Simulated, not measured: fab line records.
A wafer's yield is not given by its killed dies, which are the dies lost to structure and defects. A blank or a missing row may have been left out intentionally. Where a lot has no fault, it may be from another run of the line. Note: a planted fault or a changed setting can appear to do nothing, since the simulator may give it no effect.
Chamber matching + flow n5 finfet + uv cure-03 running N5_BEOL_M6_CURE_74: 3 sister chambers
The step cures SiCOH lowk, time 240 s. 6 wafers are shown with their chamber, then 10 later ones without.

## WAFERS WITH THEIR CHAMBER
| wafer  | chamber | wafer_temp_C_max | lamp power pct (%) |
|--------|---------|------------------|--------------------|
| L078.2 | 1       | 386.2            | 52.33              |
| L078.3 | 1       | 386.1            | 52.32              |
| L079.4 | 0       | 387.3            | 52.28              |
| L079.5 | 0       | 387.0            | 52.36              |
| L090.2 | 2       | 386.0            | 52.36              |
| L090.3 | 2       | 386.6            | 52.33              |

## WAFERS MISSING THEIR CHAMBER
| wafer  | wafer_temp_C_max | lamp power pct (%) |
|--------|------------------|--------------------|
| L090.5 | 385.9            | 52.39              |
| L093.2 | 386.0            | 52.33              |
| L093.5 | 386.4            | 52.32              |
| L093.6 | 386.1            | 52.32              |
| L095.1 | 386.4            | 52.24              |
| L095.2 | 386.6            | 52.37              |
| L095.3 | 386.6            | 52.30              |
| L096.3 | 387.0            | 52.27              |
| L096.5 | 386.5            | 52.31              |
| L096.6 | 386.4            | 52.24              |

## EACH ONE'S CHAMBER
| wafer  | from the rows above          | in truth |
|--------|------------------------------|----------|
| L090.5 | can't be placed: 2 or 1      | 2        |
| L093.2 | can't be placed: 1 or 2      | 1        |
| L093.5 | can't be placed: 2 or 1 or 0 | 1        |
| L093.6 | can't be placed: 1 or 2      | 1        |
| L095.1 | can't be placed: 1 or 2 or 0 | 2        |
| L095.2 | can't be placed: 2 or 1 or 0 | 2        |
| L095.3 | can't be placed: 2 or 1 or 0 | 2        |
| L096.3 | can't be placed: 0 or 2 or 1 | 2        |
| L096.5 | can't be placed: 2 or 1 or 0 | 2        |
| L096.6 | can't be placed: 1 or 2 or 0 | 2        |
0 of 10 placed correctly. Unplaceable from these rows: 10, with the true chamber sitting among the candidates in 10. Placed wrongly: 0.
How it was worked out, from the rows above alone: a wafer's distance from a chamber is the root of the sum, over the readings, of the square of ((its reading less the chamber's mean) divided by the reading's scatter). The wafer belongs to the nearest chamber; if the next one is less than 2 further off, it can't be placed. The mean given for a chamber averages the wafers shown for that chamber. How the scatter is found: for the shown wafers, subtract from each reading the mean of its chamber, square and add these, divide the total by (wafers less chambers), then take the root.
